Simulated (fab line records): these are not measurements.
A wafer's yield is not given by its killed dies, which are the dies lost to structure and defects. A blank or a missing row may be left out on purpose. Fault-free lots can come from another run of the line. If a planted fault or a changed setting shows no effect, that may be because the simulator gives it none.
fab line records | flow n5-finfet
[record] lots = 7 wafers = 21
route steps=1938 shown BEOL_M13@1696 BEOL_M14@1762 BEOL_M15@1808 TV_LITHO@1879
start-h: hours from the record's opening day to when the first of the lot's shown wafers began | wait-h: how many hours have passed since the lot's step before this one | " unchanged from the row above | L1.1+2: a row that stands for several wafers | - no value, or no start was given | * or withheld: withheld | < > ~ a bound
route shown NAME@n: NAME is a module with steps in the file, n the number in the route of the first one | usual: the fault-free wafers' mean and standard deviation | same: alike in all rows | chamber/n: place in a boat | sites: each site's reading | _std_site: how widely they spread, as a standard deviation | _edge_site: inner sites' mean taken away from outer sites' mean | radius-mm: how far each site lies from the wafer's centre | mask NAME#n: copy n | behind: the most recent tool/chamber to have shaped the wafer | hold: reason for holding the lot/hours on hold/outcome of the hold | device: the n, p or np transistor that did not switch | end of line: tests of these same wafers at the route's end | a step given without rows: its recipe and nothing more | killed: the dies lost at the first sort to structure and to defects; this is not the yield of the wafer | map: shows each die of a wafer: x if killed, . if not, _ if none is there
set.NAME: the run value of the setting; set.NAME@STEP: its run value at that earlier step | model.NAME: the simulator's own value behind a step, which no gauge read
lots run with intentionally changed settings; tables by step, rows by wafer
[[steps]]
[step N5_BEOL_M13_TRENCH_ETCH_34]
[recipe] chemistry = C4F8/O2/Ar target = SiOC target-depth-a = 4134.7 mask-material = SOC pressure-mtorr = 30 source-w = 3000 bias-w = 700 Ar_flow_sccm = 400 C4F8_flow_sccm = 15 O2_flow_sccm = 8 he-inner-torr = 15 he-outer-torr = 30 time-s = 162.6 ion-energy-ev = 250
// columns lot.wafer tool chamber start-h wait-h set.time-s model.etch.depth-nm
L079.2 rie-diel-06 1 272.28 0.0 187.2 469.6
L079.5 " 3 " " 187.2 466.2
L079.6 " 2 " " 162.6 411.3
L080.1 rie-diel-06 2 279.17 0.0 162.6 410.2
L080.2 " 0 " " 151.6 382.2
L080.3 " 3 " " 151.6 379.4
L082.4 rie-diel-05 3 296.41 0.1 162.6 404
L082.5 " 2 " " 172.5 430.5
L082.6 " 0 " " 162.6 412.7
L088.1 rie-diel-03 0 330.50 0.0 162.6 406.5
L088.2 " 2 " " 162.6 409.7
L088.5 " 0 " " 162.6 401.7
L090.1 rie-diel-06 0 351.26 0.0 162.6 409
L090.3 " 2 " " 162.6 412.4
L090.4 " 2 " " 138.8 352.4
L094.2 rie-diel-06 3 361.36 0.0 146.8 382
L094.3 " 2 " " 146.8 374.2
L094.4 " 1 " " 162.6 425.7
L097.1 rie-diel-06 3 400.57 0.0 162.6 413.7
L097.2 " 1 " " 162.6 418.3
L097.4 " 0 " " 162.6 420.3
[step N5_BEOL_M13_STRIP_70]
[recipe] chemistry = C4F8/O2/Ar resist = SiARC rf-frequency-hz = 6e+07
[step N5_BEOL_M13_OCD_MEAS_35]
[usual] trench-depth-nm = 410/6.8
// columns lot.wafer tool chamber start-h wait-h set.time-s@BEOL_M13_TRENCH_ETCH_34 trench-depth-nm
L079.2 ocd-01 - 272.46 0.0 187.2 469
L079.5 " - " " 187.2 466
L079.6 " - " " 162.6 412
L080.1 ocd-02 - 279.35 0.0 162.6 410
L080.2 " - " " 151.6 382
L080.3 " - " " 151.6 379
L082.4 ocd-02 - 296.52 0.0 162.6 404
L082.5 " - " " 172.5 430
L082.6 " - " " 162.6 413
L088.1 ocd-02 - 330.67 0.0 162.6 407
L088.2 " - " " 162.6 409
L088.5 " - " " 162.6 402
L090.1 ocd-02 - 351.43 0.0 162.6 410
L090.3 " - " " 162.6 412
L090.4 " - " " 138.8 352
L094.2 ocd-01 - 361.53 0.0 146.8 381
L094.3 " - " " 146.8 374
L094.4 " - " " 162.6 426
L097.1 ocd-01 - 400.74 0.0 162.6 413
L097.2 " - " " 162.6 419
L097.4 " - " " 162.6 421
[step N5_BEOL_M13_SPUTTER_44]
[recipe] material = Ta target-thk-a = 100 temp-c = 50 bias-v = 80 power-w = 15000 chamber-pressure-pa = 0.07 time-s = 16.13
// columns lot.wafer tool chamber start-h wait-h set.power-w model.Ta_of_BEOL_M13_SPUTTER_44.thk-nm
L079.2 pvd-sputter-02 - 272.93 0.0 12410 8.2
L079.5+6 " - " " 15000 10
L080.1 pvd-sputter-03 - 280.36 0.0 17010 11.2
L080.2 " - " " 17010 11.6
L080.3 " - " " 15000 10
L082.4 pvd-sputter-01 - 300.44 0.0 13600 9
L082.5 " - " " 13600 9.2
L082.6 " - " " 15000 9.8
L088.1 pvd-sputter-01 - 332.22 0.0 15000 10.2
L088.2+5 " - " " 15000 10
L090.1+4 pvd-sputter-01 - 351.96 0.0 15000 10.2
L090.3 " - " " 17210 11.4
L094.2 pvd-sputter-02 - 364.86 0.0 15000 10.2
L094.3+4 " - " " 15000 10
L097.1 pvd-sputter-03 - 406.43 0.0 15000 10
L097.2 " - " " 15000 9.8
L097.4 " - " " 15000 9.6
[step N5_BEOL_M13_SPUTTER_45]
[recipe] material = Cu target-thk-a = 800 temp-c = -20 bias-v = 60 power-w = 26000 chamber-pressure-pa = 0.13 time-s = 13.33
[step N5_BEOL_M13_ECD_47]
[recipe] material = Cu target-thk-a = 9360
[step N5_BEOL_M13_ANNEAL_48]
[recipe] temp-c = 225 time-s = 90 ambient = N2
[step N5_BEOL_M13_CMP_49]
[recipe] stop-on = SiOC t-overpolish-s = 17.1 down-force-psi = 1 platen-rpm = 50 clearing-platen-down-force-psi = 1.5 clearing-platen-rpm = 50 post-cmp-clean = cu-alkaline target-thk-nm = 420 clearing-platen-pad-velocity-m-s = 0.99484 pad-velocity-m-s = 0.99484
// columns lot.wafer tool chamber start-h wait-h set.time-s@BEOL_M13_TRENCH_ETCH_34 model.Cu_of_BEOL_M13_ECD_47.thk-nm
L079.2 cmp-01 2 273.76 0.4 187.2 478.2
L079.5 " 0 " " 187.2 471.4
L079.6 " 1 " " 162.6 417.8
L080.3 cmp-02 0 281.05 0.2 151.6 382.8
L080.2 " 2 " " 151.6 386.4
L080.1 " 3 " " 162.6 413.4
L082.4 cmp-01 3 301.30 0.3 162.6 410.4
L082.6 " 0 " " 162.6 418.6
L082.5 " 1 " " 172.5 435.6
L088.2 cmp-02 1 332.91 0.2 162.6 417.4
L088.1 " 2 " " 162.6 412.2
L088.5 " 1 " " 162.6 409.4
L090.3 cmp-02 0 352.67 0.2 162.6 414.8
L090.4 " 1 " " 138.8 358.8
L090.1 " 2 " " 162.6 413.8
L094.3 cmp-03 0 365.55 0.2 146.8 380.2
L094.2 " 1 " " 146.8 389.8
L094.4 " 2 " " 162.6 431.4
L097.1 cmp-03 2 407.09 0.3 162.6 420
L097.4 " 3 " " 162.6 429
L097.2 " 0 " " 162.6 423.4
[step N5_BEOL_M13_THK_MEAS_50]
[recipe] thk-meas-gauge = xrf reads = Cu_of_BEOL_M13_ECD_47
[usual] M13_THK = 418/7.3
// columns lot.wafer tool chamber start-h wait-h set.time-s@BEOL_M13_TRENCH_ETCH_34 M13_THK[nm]
L079.2 film-metro-01 - 273.98 - 187.2 483
L079.5 " - " " 187.2 475
L079.6 " - " " 162.6 423
L080.1 film-metro-01 - 281.35 - 162.6 416
L080.2 " - " " 151.6 390
L080.3 " - " " 151.6 386
L082.4 film-metro-02 - 301.49 - 162.6 411
L082.5 " - " " 172.5 438
L082.6 " - " " 162.6 420
L088.1 film-metro-02 - 333.17 - 162.6 413
L088.2 " - " " 162.6 417
L088.5 " - " " 162.6 410
L090.1 film-metro-02 - 352.93 - 162.6 414
L090.3 " - " " 162.6 414
L090.4 " - " " 138.8 359
L094.2 film-metro-02 - 365.81 - 146.8 393
L094.3 " - " " 146.8 380
L094.4 " - " " 162.6 437
L097.1 film-metro-01 - 407.39 - 162.6 422
L097.2 " - " " 162.6 423
L097.4 " - " " 162.6 431
[step N5_BEOL_M13_PRE_CLEAN_52]
[recipe] gas = NH3 time-s = 15 temp-c = withheld rf-power-w = 300
[step N5_BEOL_M13_DEP_53]
[recipe] material = SiCN target-thk-a = 500 temp-c = withheld precursor = 3MS/NH3 pressure-torr = 3 rf-w = 675 time-s = 17.8
[step N5_BEOL_M13_RS_MEAS_54]
[recipe] thk-meas-gauge = four-point-probe reads = Cu_of_BEOL_M13_ECD_47+Ta_of_BEOL_M13_SPUTTER_44+TaN_of_BEOL_M13_SPUTTER_43
[usual] M13_RS = 0.0454/0.00077
// columns lot.wafer tool chamber start-h wait-h set.time-s@BEOL_M13_TRENCH_ETCH_34 M13_RS[ohm/sq]
L079.2 film-metro-02 - 274.11 0.1 187.2 0.0393
L079.5 " - " " 187.2 0.0398
L079.6 " - " " 162.6 0.0450
L080.1 film-metro-01 - 281.48 0.1 162.6 0.0456
L080.2 " - " " 151.6 0.0490
L080.3 " - " " 151.6 0.0494
L082.4 film-metro-02 - 301.61 0.0 162.6 0.0459
L082.5 " - " " 172.5 0.0432
L082.6 " - " " 162.6 0.0449
L088.1 film-metro-01 - 333.33 0.1 162.6 0.0459
L088.2 " - " " 162.6 0.0453
L088.5 " - " " 162.6 0.0461
L090.1 film-metro-02 - 353.06 0.0 162.6 0.0456
L090.3 " - " " 162.6 0.0454
L090.4 " - " " 138.8 0.0528
L094.2 film-metro-02 - 365.94 0.1 146.8 0.0483
L094.3 " - " " 146.8 0.0498
L094.4 " - " " 162.6 0.0437
L097.1 film-metro-02 - 407.54 0.1 162.6 0.0449
L097.2 " - " " 162.6 0.0446
L097.4 " - " " 162.6 0.0439
[step N5_BEOL_M14_SPUTTER_43]
[recipe] material = TaN target-thk-a = 150 temp-c = 50 bias-v = 168.6 power-w = 15000 chamber-pressure-pa = 0.12 time-s = 24.19
// columns lot.wafer tool chamber start-h wait-h set.power-w model.TaN_of_BEOL_M14_SPUTTER_43.thk-nm
L079.2 pvd-sputter-03 - 279.84 0.0 17010 17.4
L079.5 " - " " 17010 17.2
L079.6 " - " " 15000 15.4
L080.1 pvd-sputter-01 - 284.82 0.0 15000 15.6
L080.2 " - " " 15000 15.2
L080.3 " - " " 15000 15.4
L082.4 pvd-sputter-03 - 304.57 0.0 15000 15.2
L082.5+6 " - " " 16450 16.8
L088.1+2+5 pvd-sputter-03 - 336.11 0.0 15000 15.2
L090.1 pvd-sputter-02 - 358.57 0.0 16950 16.8
L090.3 " - " " 15000 15
L090.4 " - " " 15000 14.8
L094.2+3 pvd-sputter-02 - 380.02 0.0 15000 15
L094.4 " - " " 15000 15.2
L097.1 pvd-sputter-03 - 410.46 0.0 13870 14.2
L097.2+4 " - " " 13870 14
[step N5_BEOL_M14_SPUTTER_44]
[recipe] material = Ta target-thk-a = 150 temp-c = 50 bias-v = 80 power-w = 15000 chamber-pressure-pa = 0.07 time-s = 24.19
// columns lot.wafer tool chamber start-h wait-h set.power-w model.Ta_of_BEOL_M14_SPUTTER_44.thk-nm
L079.2 pvd-sputter-03 - 279.92 0.0 16770 16.6
L079.5 " - " " 15000 14.8
L079.6 " - " " 16770 16.8
L080.1 pvd-sputter-01 - 284.91 0.0 15000 15.4
L080.2 " - " " 15000 14.8
L080.3 " - " " 15000 15.2
L082.4 pvd-sputter-03 - 304.65 0.0 15770 16
L082.5 " - " " 15000 15.2
L082.6 " - " " 15770 15.8
L088.1+2 pvd-sputter-03 - 336.19 0.0 15000 15.2
L088.5 " - " " 15000 15.4
L090.1 pvd-sputter-02 - 358.65 0.0 15000 14.6
L090.3 " - " " 15810 15.8
L090.4 " - " " 15810 15.6
L094.2 pvd-sputter-02 - 380.10 0.0 16100 16
L094.3 " - " " 15000 15.2
L094.4 " - " " 15000 14.8
L097.1 pvd-sputter-03 - 410.54 0.0 12680 12.8
L097.2 " - " " 15000 15.2
L097.4 " - " " 12680 12.6
[step N5_BEOL_M15_ETCH_61]
[recipe] chemistry = N2/H2 target = BARC target-depth-a = 890 overetch-a = 267 time-s = 67.9 ion-energy-ev = 200 pressure-mtorr = 30 source-w = 840 bias-w = 150 n2-flow-sccm = 200 h2-flow-sccm = 200
// columns lot.wafer tool chamber start-h wait-h set.time-s model.coat_of_BEOL_M15_COAT_22.thk-nm
L079.2+5 rie-diel-03 2 283.49 0.0 53.73 729.8
L079.6 " 0 " " 67.9 716
L080.1 rie-diel-05 0 289.05 0.0 67.9 716
L080.2 " 3 " " 67.9 716.8
L080.3 " 2 " " 53.02 735
L082.4 rie-diel-06 2 310.14 0.0 53.58 731.8
L082.5 " 1 " " 53.58 729.2
L082.6 " 2 " " 53.58 731
L088.1 rie-diel-05 3 339.76 0.0 67.9 713
L088.2 " 0 " " 67.9 714
L088.5 " 2 " " 67.9 718.6
L090.1 rie-diel-03 1 361.98 0.0 67.9 718.8
L090.3 " 2 " " 81.63 709.8
L090.4 " 3 " " 67.9 720.4
L094.2 rie-diel-06 2 383.57 0.0 67.9 717.8
L094.3 " 0 " " 67.9 718.4
L094.4 " 1 " " 81.07 703.6
L097.1 rie-diel-06 3 414.26 0.0 75.94 706.2
L097.2 " 1 " " 67.9 715.4
L097.4 " 2 " " 67.9 717.2
[step N5_BEOL_M15_SPUTTER_43]
[recipe] material = TaN target-thk-a = 150 temp-c = 50 bias-v = 168.6 power-w = 15000 chamber-pressure-pa = 0.12 time-s = 24.19
// columns lot.wafer tool chamber start-h wait-h set.power-w model.TaN_of_BEOL_M15_SPUTTER_43.thk-nm
L079.2 pvd-sputter-01 - 285.25 0.0 15000 15
L079.5 " - " " 15000 15.2
L079.6 " - " " 15000 14.8
L080.1 pvd-sputter-02 - 293.44 0.0 16730 16.8
L080.2 " - " " 16730 17
L080.3 " - " " 15000 15
L082.4 pvd-sputter-01 - 313.22 0.0 13590 13.8
L082.5+6 " - " " 15000 15.2
L088.1 pvd-sputter-03 - 341.29 0.0 15000 14.4
L088.2+5 " - " " 15000 14.6
L090.1+3 pvd-sputter-01 - 368.30 0.0 15000 15.2
L090.4 " - " " 15000 15
L094.2 pvd-sputter-01 - 386.37 0.0 15000 15.2
L094.3 " - " " 15000 14.8
L094.4 " - " " 15000 15
L097.1 pvd-sputter-02 - 416.20 0.0 15000 15
L097.2 " - " " 15000 14.8
L097.4 " - " " 15000 15.2
[step N5_PASSIVATION_EXPOSE_07]
[recipe] mask-id = TV na = 0.55 source-shape = conventional sigma-outer = 0.8 polarization = unpolarized defocus-nm = 0 target-cd-nm = 3000 dose-mj = 22.75
// columns lot.wafer tool chamber start-h wait-h mask set.dose-mj
L079.2+6 krf-scanner-02 0 292.62 - TV#0 23.27
L079.5 " 0 " " TV#0 22.75
L080.1 krf-scanner-02 0 302.70 - TV#0 24.3
L080.2+3 " 0 " " TV#0 22.75
L082.4 krf-scanner-02 0 322.68 - TV#0 24.16
L082.5+6 " 0 " " TV#0 22.75
L088.1+2+5 krf-scanner-01 0 349.75 - TV#0 22.75
L090.1+3 krf-scanner-02 0 379.01 - TV#0 23.39
L090.4 " 0 " " TV#0 22.75
L094.2+4 krf-scanner-01 0 395.16 - TV#0 23.57
L094.3 " 0 " " TV#0 22.75
L097.1+2+4 krf-scanner-02 0 424.22 - TV#0 22.75
[step N5_PASSIVATION_PEB_08]
[recipe] peb-temp-c = withheld peb-time-s = *
[step N5_PASSIVATION_DEVELOP_09]
[recipe] develop-time-s = 60 rinse-liquid = diw dry = air-spin dev-temp-c = 21
[step N5_PASSIVATION_HARDBAKE_11]
[recipe] temp-c = 130 time-s = 120
[step N5_PASSIVATION_CD_MEAS_10]
[recipe] target-cd-nm = 3000 landing-energy-ev = 500 detector = se-inlens
[usual] cd-nm = 2999.2/2.9
// columns lot.wafer tool chamber start-h wait-h set.dose-mj@PASSIVATION_EXPOSE_07 cd-nm
L079.2 cd-sem-01 0 292.79 - 23.27 3010.3
L079.5 " 0 " " 22.75 2999.8
L079.6 " 0 " " 23.27 3008.9
L080.1 cd-sem-03 0 302.88 - 24.3 3016.7
L080.2 " 0 " " 22.75 3003.2
L080.3 " 0 " " 22.75 3002.9
L082.4 cd-sem-02 0 322.85 - 24.16 3010.1
L082.5 " 0 " " 22.75 3000.8
L082.6 " 0 " " 22.75 2998.5
L088.1 cd-sem-02 0 349.92 - 22.75 3001.2
L088.2 " 0 " " 22.75 3001.0
L088.5 " 0 " " 22.75 2998.0
L090.1 cd-sem-02 0 379.19 - 23.39 3002.2
L090.3 " 0 " " 23.39 3003.9
L090.4 " 0 " " 22.75 2996.0
L094.2 cd-sem-03 0 395.33 - 23.57 3004.9
L094.3 " 0 " " 22.75 2993.6
L094.4 " 0 " " 23.57 3003.7
L097.1 cd-sem-01 0 424.40 - 22.75 2996.6
L097.2 " 0 " " 22.75 2993.5
L097.4 " 0 " " 22.75 2997.8
[[key]]
[split] step = N5_BEOL_M13_TRENCH_ETCH_34 setting = time-s stated = 162.6 by = wafer
[response] step = N5_BEOL_M13_TRENCH_ETCH_34 reading = model.etch.depth-nm change = +4.04 per = 1% r = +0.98
[response] step = N5_BEOL_M13_OCD_MEAS_35 reading = trench-depth-nm change = +4.03 per = 1% r = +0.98
[response] step = N5_BEOL_M13_CMP_49 reading = model.Cu_of_BEOL_M13_ECD_47.thk-nm change = +3.95 per = 1% r = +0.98
[response] step = N5_BEOL_M13_THK_MEAS_50 reading = M13_THK change = +4.01 per = 1% r = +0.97
[response] step = N5_BEOL_M13_RS_MEAS_54 reading = M13_RS change = -0.000454 per = 1% r = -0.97
[split] step = N5_BEOL_M13_SPUTTER_44 setting = power-w stated = 15000 by = wafer
[response] step = N5_BEOL_M13_SPUTTER_44 reading = model.Ta_of_BEOL_M13_SPUTTER_44.thk-nm change = +0.0947 per = 1% r = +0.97
[split] step = N5_BEOL_M14_SPUTTER_43 setting = power-w stated = 15000 by = wafer
[response] step = N5_BEOL_M14_SPUTTER_43 reading = model.TaN_of_BEOL_M14_SPUTTER_43.thk-nm change = +0.148 per = 1% r = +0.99
[split] step = N5_BEOL_M14_SPUTTER_44 setting = power-w stated = 15000 by = wafer
[response] step = N5_BEOL_M14_SPUTTER_44 reading = model.Ta_of_BEOL_M14_SPUTTER_44.thk-nm change = +0.16 per = 1% r = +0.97
[split] step = N5_BEOL_M15_ETCH_61 setting = time-s stated = 67.9 by = wafer
[response] step = N5_BEOL_M15_ETCH_61 reading = model.coat_of_BEOL_M15_COAT_22.thk-nm change = -0.703 per = 1% r = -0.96
[split] step = N5_BEOL_M15_SPUTTER_43 setting = power-w stated = 15000 by = wafer
[response] step = N5_BEOL_M15_SPUTTER_43 reading = model.TaN_of_BEOL_M15_SPUTTER_43.thk-nm change = +0.158 per = 1% r = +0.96
[split] step = N5_PASSIVATION_EXPOSE_07 setting = dose-mj stated = 22.75 by = wafer
[response] step = N5_PASSIVATION_CD_MEAS_10 reading = cd-nm change = +2.14 per = 1% r = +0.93
